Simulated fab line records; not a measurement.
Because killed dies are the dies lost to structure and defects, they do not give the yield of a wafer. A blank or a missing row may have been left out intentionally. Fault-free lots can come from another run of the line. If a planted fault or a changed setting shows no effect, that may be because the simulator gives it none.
fab line records	flow n5-finfet
[record] lots = 6	wafers = 16	last-day = 19
route steps=1938 shown BEOL_M7@1308 PASSIVATION@1936
lots with no fault: from the same line, run without faults
start-h: hours from the record's first day to the start of the lot's first wafer shown	wait-h: hours from the lot's prior step to this one	" repeats the value in the row above	L1.1+2: a single row standing in for several wafers	- no value, or no start was given	* or withheld: withheld	< > ~ a bound
route shown NAME@n: NAME is a module with steps in the file, n the number in the route of the first one	usual: mean/standard deviation of fault-free wafers	same: alike in all rows	chamber/n: place in a boat	sites: per-site readings	_std_site: their standard deviation	_edge_site: the outer-site mean with the inner-site mean subtracted	radius-mm: how far each site lies from the wafer's centre	mask NAME#n: copy n	behind: the most recent tool/chamber to have shaped the wafer	hold: reason for holding the lot/hours on hold/outcome of the hold	device: the n, p or np transistor that did not switch	end of line: the route-end tests of the same wafers	a step with no rows: only its recipe	killed: count of dies lost to structure and defects at first sort (not the wafer's yield)	map: shows each die of a wafer: x if killed, . if not, _ if none is there
set.NAME: the setting that was run; set.NAME@STEP: the one run at that earlier step	model.NAME: the simulator's own value behind a step, which no gauge read
lots at some steps of the route; a table a step, a row a wafer
services: the hour from which a tool's chamber was out of use, counted from the record's first day as start-h (under 0 if before that day), plus the number of hours and why
[[steps]]
[step N5_BEOL_M7_TRENCH_ETCH_37]
[recipe] chemistry = C4F6/O2	target-depth-a = 934.78	target = SiCOH_lowk	time-s = 31.2	ion-energy-ev = 250	pressure-mtorr = 30	source-w = 345	bias-w = 185	Ar_flow_sccm = 300	C4F6_flow_sccm = 10	O2_flow_sccm = 10
[usual] drypump-motor-current-A = 5.6/0.54	mfc-ar-sccm = 300.0/0.79	oes-product-au = 0.78/0.064	rf-vpp-V = 669/9	showerhead-plenum-p-Torr = 2.84/0.087	throttle-valve-pct = 20.94/0.24
[same] time-s = 31.2
lot.wafer	tool	chamber	start-h	wait-h	drypump-motor-current-A	mfc-ar-sccm	oes-product-au	rf-hours-counter-h	rf-vpp-V	showerhead-plenum-p-Torr	throttle-valve-pct
L780.1	rie-diel-06	2	-	-	5.9	299.3	0.72	173	676	2.98	21.05
L780.4	"	0	"	"	6.6	299.7	0.88	49	662	2.88	20.31
L780.5	"	1	"	"	5.1	300.3	0.90	-	655	2.93	21.17
L786.1	rie-diel-01	2	-	-	5.9	299.6	0.76	129	675	2.97	21.01
L786.5	"	2	"	"	5.9	300.1	0.76	-	676	2.97	20.99
L786.6	"	1	"	"	5.8	300.6	0.71	-	666	2.72	21.16
L789.3	rie-diel-01	3	-	-	6.3	299.8	0.83	72	669	2.76	20.56
L789.4	"	1	"	"	5.8	300.6	0.69	222	665	2.72	21.17
L787.2	rie-diel-01	0	-	-	6.0	299.6	0.69	206	680	2.81	21.07
L787.3	"	3	"	"	6.2	299.9	0.83	74	670	2.76	20.55
L795.2	rie-diel-03	1	-	-	5.0	299.7	0.78	136	672	2.73	21.17
L795.4	"	2	"	"	5.1	300.8	0.77	128	658	2.86	20.93
L795.6	"	2	"	"	5.1	299.7	0.76	-	658	2.86	20.94
L798.2	rie-diel-03	0	-	-	5.5	300.9	0.85	59	683	2.88	20.82
L798.3	"	3	"	"	4.7	300.2	0.73	176	659	2.73	21.04
L798.6	"	2	"	"	5.1	298.7	0.75	-	658	2.86	20.95
[step N5_BEOL_M7_ETCH_41]
[recipe] chemistry = CH3F/O2	target = SiCN	target-depth-a = 319	taper-deg = 2	time-s = 57.8	ion-energy-ev = 120	mask-material = TiN	pressure-mtorr = 30	source-w = 395	bias-w = 75	Ar_flow_sccm = 150	CH3F_flow_sccm = 30	O2_flow_sccm = 20
[step N5_BEOL_M7_STRIP_80]
[recipe] chemistry = N2/H2	time-s = 10	power-w = 450	temp-c = 40	pressure-mtorr = 20	rf-frequency-hz = 6e+07	bias-power-w = 7	n2-flow-sccm = 200	h2-flow-sccm = 200
[usual] drypump-motor-current-A = 5.6/0.54	oes-product-au = 0.78/0.062	rf-vpp-V = 59.1/0.84	showerhead-plenum-p-Torr = 2.53/0.077	throttle-valve-pct = 23.67/0.29
[same] time-s = 10
lot.wafer	tool	chamber	start-h	wait-h	drypump-motor-current-A	oes-product-au	rf-hours-counter-h	rf-vpp-V	showerhead-plenum-p-Torr	throttle-valve-pct
L780.1	rie-diel-06	2	-	-	6.0	0.74	173	59.7	2.64	23.58
L780.4	"	0	"	"	6.6	0.89	49	57.8	2.60	23.19
L780.5	"	1	"	"	5.2	0.89	-	60.0	2.59	23.88
L786.1	rie-diel-01	2	-	-	5.9	0.76	129	59.9	2.65	23.43
L786.5	"	2	"	"	5.9	0.76	-	60.0	2.65	23.43
L786.6	"	1	"	"	5.8	0.68	-	58.0	2.42	23.88
L789.3	rie-diel-01	3	-	-	6.3	0.82	72	57.8	2.45	23.09
L789.4	"	1	"	"	5.8	0.69	222	57.2	2.42	23.89
L787.2	rie-diel-01	0	-	-	6.0	0.69	206	58.1	2.52	23.83
L787.3	"	3	"	"	6.3	0.83	74	58.4	2.45	23.08
L795.2	rie-diel-03	1	-	-	5.0	0.79	136	60.5	2.44	24.01
L795.4	"	2	"	"	5.1	0.75	128	60.3	2.56	23.79
L795.6	"	2	"	"	5.1	0.76	-	57.8	2.56	23.79
L798.2	rie-diel-03	0	-	-	5.5	0.87	59	59.8	2.59	23.53
L798.3	"	3	"	"	4.7	0.73	176	59.5	2.42	24.04
L798.6	"	2	"	"	5.1	0.75	-	59.7	2.56	23.78
[step N5_BEOL_M7_OCD_MEAS_38]
[usual] trench-depth-nm = 93.1/1.6
lot.wafer	tool	chamber	start-h	wait-h	trench-depth-nm
L780.1	ocd-01	-	238.13	-	91.9
L780.4	"	-	"	"	93.3
L780.5	"	-	"	"	96.1
L786.1	ocd-01	-	277.45	-	93.0
L786.5	"	-	"	"	92.5
L786.6	"	-	"	"	94.7
L789.3	ocd-01	-	286.04	-	92.3
L789.4	"	-	"	"	92.1
L787.2	ocd-01	-	289.59	-	92.0
L787.3	"	-	"	"	92.5
L795.2	ocd-01	-	330.21	-	94.8
L795.4	"	-	"	"	94.3
L795.6	"	-	"	"	93.4
L798.2	ocd-01	-	361.62	-	92.8
L798.3	"	-	"	"	93.4
L798.6	"	-	"	"	92.8
[step N5_BEOL_M7_HM_STRIP_39]
[recipe] chemistry = peroxide-tin-strip	material = TiN	target-depth-a = 250	temp-c = 50	time-s = 158
[step N5_BEOL_M7_SRD_40]
[recipe] time-s = 30	temp-c = 23	rinse-liquid = diw	dry = ipa-marangoni
[step N5_BEOL_M7_PRECLEAN_42]
[recipe] chemistry = residue-remover	time-s = 60	temp-c = 40
[step N5_BEOL_M7_SRD_43]
[recipe] time-s = 30	temp-c = 23	rinse-liquid = diw	dry = ipa-marangoni
[step N5_BEOL_M7_CD_MEAS_35]
[recipe] target-cd-nm = 40	polarity = opening
[usual] cd-nm = 40.0/0.91
lot.wafer	tool	chamber	start-h	wait-h	cd-nm
L780.1	cd-sem-03	-	238.28	0.0	40.4
L780.4	"	-	"	"	40.2
L780.5	"	-	"	"	39.8
L786.1	cd-sem-02	-	277.60	0.0	41.6
L786.5	"	-	"	"	40.9
L786.6	"	-	"	"	40.2
L789.3	cd-sem-02	-	286.20	0.0	38.2
L789.4	"	-	"	"	38.8
L787.2	cd-sem-03	-	289.75	0.0	41.0
L787.3	"	-	"	"	40.7
L795.2	cd-sem-02	-	330.37	0.0	40.2
L795.4	"	-	"	"	39.3
L795.6	"	-	"	"	39.7
L798.2	cd-sem-01	-	361.77	0.0	40.9
L798.3	"	-	"	"	40.2
L798.6	"	-	"	"	40.9
[step N5_BEOL_M7_CURE_75]
[recipe] temp-c = 370	time-s = 120	ambient = DMADMS/He	material = SiCOH_lowk
[usual] lamp-power-pct = 52.31/0.053	wafer_temp_C_max = 371.7/0.6
[same] time-s = 120
lot.wafer	tool	chamber	start-h	wait-h	lamp-power-pct	wafer_temp_C_max
L780.1	uv-cure-03	0	238.37	0.1	52.31	371.3
L780.4	"	0	"	"	52.30	371.8
L780.5	"	0	"	"	52.40	371.7
L786.1	uv-cure-02	0	277.64	0.0	52.33	372.6
L786.5	"	0	"	"	52.33	371.7
L786.6	"	0	"	"	52.32	371.5
L789.3	uv-cure-03	2	286.72	0.5	52.29	371.7
L789.4	"	2	"	"	52.31	371.4
L787.2	uv-cure-03	0	289.84	0.1	52.33	371.2
L787.3	"	0	"	"	52.35	371.6
L795.2	uv-cure-01	0	330.56	0.2	52.38	372.2
L795.4	"	0	"	"	52.26	371.1
L795.6	"	0	"	"	52.28	371.1
L798.2	uv-cure-01	0	361.86	0.1	52.34	371.0
L798.3	"	0	"	"	52.37	371.4
L798.6	"	0	"	"	52.32	371.7
[step N5_BEOL_M7_DEGAS_44]
[recipe] ambient = vacuum	temp-c = 250	time-s = 60
[usual] heater-power-w = 345/36
[same] time-s = 60
lot.wafer	tool	chamber	start-h	wait-h	heater-power-w
L780.1	pvd-sputter-02	-	238.78	0.4	308
L780.4	"	-	"	"	341
L780.5	"	-	"	"	395
L786.1	pvd-sputter-03	-	278.41	0.7	283
L786.5	"	-	"	"	377
L786.6	"	-	"	"	374
L789.3	pvd-sputter-03	-	287.28	0.5	295
L789.4	"	-	"	"	371
L787.2	pvd-sputter-03	-	292.44	2.5	291
L787.3	"	-	"	"	376
L795.2	pvd-sputter-01	-	330.86	0.3	326
L795.4	"	-	"	"	351
L795.6	"	-	"	"	331
L798.2	pvd-sputter-01	-	362.20	0.3	360
L798.3	"	-	"	"	333
L798.6	"	-	"	"	336
[step N5_BEOL_M7_PRE_CLEAN_45]
[recipe] gas = H2/He	time-s = 30	temp-c = 250
[step N5_BEOL_M7_ALD_77]
[recipe] material = TaN	target-thk-a = 20	temp-c = 275	ald-precursor-family = PDMAT	ald-co-reactant = NH3	pressure-torr = 3	carrier-flow-sccm = 1500	pulse-time-s = 2	purge-time-s = 3	co-reactant-purge-time-s = 2	co-reactant-pulse-time-s = 3	ald-cycles = 40	precursor-vessel-temp-c = 75	precursor-vessel-pressure-torr = 26.25	precursor-vessel-carrier-sccm = 1000
[usual] ald-cycles = 40/0	heater-power-outer-w = 215/24	heater-power-w = 401/44	precursor-vessel-temp-c = 74.98/0.13
lot.wafer	tool	chamber	start-h	wait-h	ald-cycles	heater-power-outer-w	heater-power-w	precursor-vessel-temp-c
L780.1	ald-metal-02	2	238.88	0.0	40	209	370	75.04
L780.4	"	3	"	"	40	251	444	74.91
L780.5	"	0	"	"	40	181	356	74.77
L786.1	ald-metal-03	3	278.51	0.0	40	221	408	75.09
L786.5	"	0	"	"	40	236	436	74.82
L786.6	"	1	"	"	40	223	397	75.08
L789.3	ald-metal-03	1	287.38	0.0	44	215	408	74.83
L789.4	"	0	"	"	40	224	431	75.10
L787.2	ald-metal-03	2	292.54	0.0	40	215	420	74.65
L787.3	"	1	"	"	44	213	414	74.81
L795.2	ald-metal-01	3	331.13	0.2	40	223	403	75.08
L795.4	"	0	"	"	40	248	485	74.84
L795.6	"	3	"	"	40	216	406	75.02
L798.2	ald-metal-01	1	362.32	0.1	40	185	333	75.13
L798.3	"	0	"	"	40	245	481	75.20
L798.6	"	1	"	"	40	185	330	75.09
[step N5_BEOL_M7_SURFACE_TREAT_79]
[recipe] gas = Ar	time-s = *	ion-energy-ev = *	ion-current-ma-cm2 = 0.5	pressure-mtorr = *	ar-flow-sccm = 30
[usual] throttle-valve-pct = *
[same] time-s = *
lot.wafer	tool	chamber	start-h	wait-h	throttle-valve-pct
L780.1	pvd-sputter-03	-	239.22	0.2	*
L780.4	"	-	"	"	*
L780.5	"	-	"	"	*
L786.1	pvd-sputter-02	-	278.86	0.2	*
L786.5	"	-	"	"	*
L786.6	"	-	"	"	*
L789.3	pvd-sputter-02	-	287.66	0.2	*
L789.4	"	-	"	"	*
L787.2	pvd-sputter-02	-	293.02	0.3	*
L787.3	"	-	"	"	*
L795.2	pvd-sputter-03	-	331.65	0.4	*
L795.4	"	-	"	"	*
L795.6	"	-	"	"	*
L798.2	pvd-sputter-02	-	363.54	1.1	*
L798.3	"	-	"	"	*
L798.6	"	-	"	"	*
[step N5_PASSIVATION_PROBE_49]
[usual] defect-limited-yield = 91.6/1.4	killed_at_M0_to_M3 = 35/10	killed_at_M4_up = 13/4.8	killed-at-contacts = 12/7.2	killed-at-front-end = 36/12	killed-at-other = 4/3.1	killed-dies = 100/17	killed-open = 66/13	killed-short = 32/7.3	sort_bin_5_function = 5.0/0.94	sort_bin_6_memory = 3.1/0.67	sort-n-pass = 1080/17	sort-yield-pct = 91.6/1.4
[same] gross-dies = 1180	killed-at-back-side = 0	sort_bin_4_leakage[%] = 0	sort_bin_8_speed[%] = 0
lot.wafer	tool	chamber	start-h	wait-h	defect-limited-yield[%]	killed_at_M0_to_M3	killed_at_M4_up	killed-at-contacts	killed-at-front-end	killed-at-other	killed-dies	killed-open	killed-short	sort_bin_5_function[%]	sort_bin_6_memory[%]	sort-n-pass	sort-yield-pct[%]
L787.2	prober-01	-	389.65	0.1	90.7	26	16	9	55	4	110	56	51	5.3	3.4	1070	90.7
L787.3	prober-01	-	389.70	0.1	91.3	43	11	10	36	3	103	71	32	5.8	2.7	1077	91.3
L795.2	prober-02	-	428.03	0.1	91.9	47	14	5	28	1	95	67	27	4.8	3.1	1085	91.9
L795.4	prober-02	-	428.13	0.2	92.3	22	11	11	42	5	91	63	28	4.2	3.3	1089	92.3
L795.6	prober-02	-	428.23	0.3	91.9	44	16	8	25	3	96	71	24	5.0	3.0	1084	91.9
// killed by level:class
L787.2 FIN_SAQP:geometric-particle:short=28 FIN_SAQP:geometric-particle:open=11 BEOL_M0_SAQP:geometric-particle:short=9 MOL_CONTACT_COAG:geometric-particle:open=8 BEOL_M4:geometric-particle:open=7 STI_FIN_REVEAL:geometric-particle:open=6 BEOL_M1:geometric-particle:open=6 BEOL_M7:geometric-particle:open=5
L787.3 MOL_CONTACT_COAG:geometric-particle:open=10 BEOL_M0_SAQP:geometric-particle:short=10 BEOL_M0_SAQP:geometric-particle:open=7 BEOL_M2:geometric-particle:open=7 DUMMY_GATE:geometric-particle:open=6 BEOL_M5:geometric-particle:open=6 STARTING-WAFER:geometric-particle:open=6 DUMMY_GATE:geometric-particle:short=5
L795.2 BEOL_M2:geometric-particle:open=16 BEOL_M3:geometric-particle:open=12 BEOL_M0_SAQP:geometric-particle:short=7 STI_FIN_REVEAL:geometric-particle:open=6 GATE_CUT:geometric-particle:short=5 MOL_CONTACT_COAG:geometric-particle:open=5 BEOL_M0_SAQP:geometric-particle:open=4 BEOL_M5:geometric-particle:short=4
L795.4 STI_FIN_REVEAL:geometric-particle:open=16 MOL_CONTACT_COAG:geometric-particle:open=9 BEOL_M2:geometric-particle:open=6 STI_FIN_REVEAL:geometric-particle:short=5 BEOL_M0_SAQP:geometric-particle:open=5 FIN_SAQP:geometric-particle:open=4 GATE_CUT:geometric-particle:open=4 BEOL_M5:geometric-particle:open=4
L795.6 BEOL_M2:geometric-particle:open=16 BEOL_M0_SAQP:geometric-particle:open=7 BEOL_M3:geometric-particle:open=7 FIN_SAQP:geometric-particle:open=6 BEOL_M2:geometric-particle:short=6 MOL_CONTACT_COAG:geometric-particle:open=6 BEOL_M4:geometric-particle:open=6 STI_FIN_REVEAL:geometric-particle:open=5
[[services]]
tool	chamber	start-h	hours	kind
uv-cure-02	-	216.82	3.4	pm
rie-diel-06	2	224.10	3.8	repair
uv-cure-03	-	230.15	0.9	repair
ald-metal-03	-	238.23	6.0	pm
uv-cure-03	-	240.04	22.2	pm
rie-diel-03	2	257.70	2.6	repair
pvd-sputter-01	-	272.01	0.5	repair
uv-cure-03	-	278.17	1.0	pm
ald-metal-03	-	281.16	1.4	repair
rie-diel-03	-	281.46	14.6	pm
uv-cure-02	-	285.79	2.4	repair
uv-cure-01	-	293.71	1.0	pm
ald-metal-03	-	310.46	0.6	repair
ald-metal-01	0	317.79	4.0	repair
ald-metal-02	-	345.13	1.2	pm
rie-diel-03	0	348.81	7.2	repair
ald-metal-01	2	353.41	9.2	repair
ald-metal-03	-	359.61	20.6	repair
uv-cure-03	-	362.65	2.1	pm
[[key]]
[first-sign] step = N5_BEOL_M7_ALD_77	reading = ald-cycles	direction = up	sigmas = 99+	usual = *	struck = *
effect none on later readings
met-at N5_BEOL_M7_ALD_77
struck-wafers L787.3,L789.3
onset-between 278.51 287.38
[fault] kind = process-parameter-drift	tool = ald-metal-03	chamber = -	onset-h = 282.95	steps = N5_BEOL_M7_ALD_77	channel = ald-cycles	offset = *	shape = step	end-h = 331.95	scope = struck-wafers-only	acts-in = *	stated = *
